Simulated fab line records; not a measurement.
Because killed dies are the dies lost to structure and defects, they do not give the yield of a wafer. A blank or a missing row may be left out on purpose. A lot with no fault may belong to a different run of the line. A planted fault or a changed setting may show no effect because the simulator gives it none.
Matching of chambers + flow n5 finfet + N5_BEOL_M7_STRIP_36 on rie diel-02 has 4 sister chambers
The step strips in N2/H2. 14 wafers are shown with their chamber, then 7 later ones without.

WAFERS WITH THEIR CHAMBER
| wafer  | chamber | drypump motor current A (A) | showerhead plenum p Torr (Torr) | oes product au (a.u.) |
|--------|---------|-----------------------------|---------------------------------|-----------------------|
| L867.2 | 3       | 5.9                         | 2.54                            | 0.76                  |
| L867.4 | 2       | 5.1                         | 2.42                            | 0.75                  |
| L867.6 | 3       | 5.9                         | 2.54                            | 0.77                  |
| L871.2 | 3       | 5.9                         | 2.53                            | 0.76                  |
| L871.3 | 2       | 5.1                         | 2.42                            | 0.74                  |
| L871.4 | 0       | 5.3                         | 2.69                            | 0.85                  |
| L875.1 | 3       | 5.9                         | 2.53                            | 0.76                  |
| L875.5 | 3       | 5.9                         | 2.53                            | 0.75                  |
| L875.6 | 0       | 5.2                         | 2.68                            | 0.83                  |
| L880.1 | 2       | 5.1                         | 2.42                            | 0.74                  |
| L880.2 | 1       | 6.3                         | 2.43                            | 0.75                  |
| L880.3 | 3       | 5.9                         | 2.53                            | 0.74                  |
| L882.2 | 3       | 5.9                         | 2.52                            | 0.75                  |
| L882.3 | 2       | 5.1                         | 2.41                            | 0.72                  |

SIGNATURES (averages over the wafers above)
| reading                  | chamber 0 | chamber 1 | chamber 2 | chamber 3 | scatter within a chamber |
|--------------------------|-----------|-----------|-----------|-----------|--------------------------|
| drypump motor current A  | 5.250     | 6.300     | 5.100     | 5.900     | 0.0224                   |
| showerhead plenum p Torr | 2.6850    | 2.4300    | 2.4175    | 2.5314    | 0.00641                  |
| oes product au           | 0.8400    | 0.7500    | 0.7375    | 0.7557    | 0.0112                   |
Rule: distance of a wafer from a chamber = root of the sum over the readings of ((wafer's reading minus chamber's mean) / reading's scatter) squared. If the next closest chamber is less than 2 further off than the closest, the wafer can't be placed; otherwise it belongs to the closest. The scatter: the root of (the sum of the squares of (reading less its chamber's mean) over the shown wafers, divided by (wafers less chambers)).

WAFERS WHOSE CHAMBER IS MISSING
| wafer  | drypump motor current A (A) | showerhead plenum p Torr (Torr) | oes product au (a.u.) |
|--------|-----------------------------|---------------------------------|-----------------------|
| L882.5 | 6.2                         | 2.42                            | 0.73                  |
| L883.2 | 5.2                         | 2.68                            | 0.83                  |
| L883.4 | 6.3                         | 2.42                            | 0.74                  |
| L883.6 | 5.1                         | 2.41                            | 0.72                  |
| L887.1 | 5.9                         | 2.52                            | 0.72                  |
| L887.3 | 5.2                         | 2.67                            | 0.83                  |
| L887.5 | 6.3                         | 2.42                            | 0.73                  |

EACH ONE'S CHAMBER
| wafer  | from the rows above | in truth |
|--------|---------------------|----------|
| L882.5 | 1                   | 1        |
| L883.2 | 0                   | 0        |
| L883.4 | 1                   | 1        |
| L883.6 | 2                   | 2        |
| L887.1 | 3                   | 3        |
| L887.3 | 0                   | 0        |
| L887.5 | 1                   | 1        |
7 of 7 placed correctly. From these rows, 0 cannot be placed. Wrongly placed: 0.
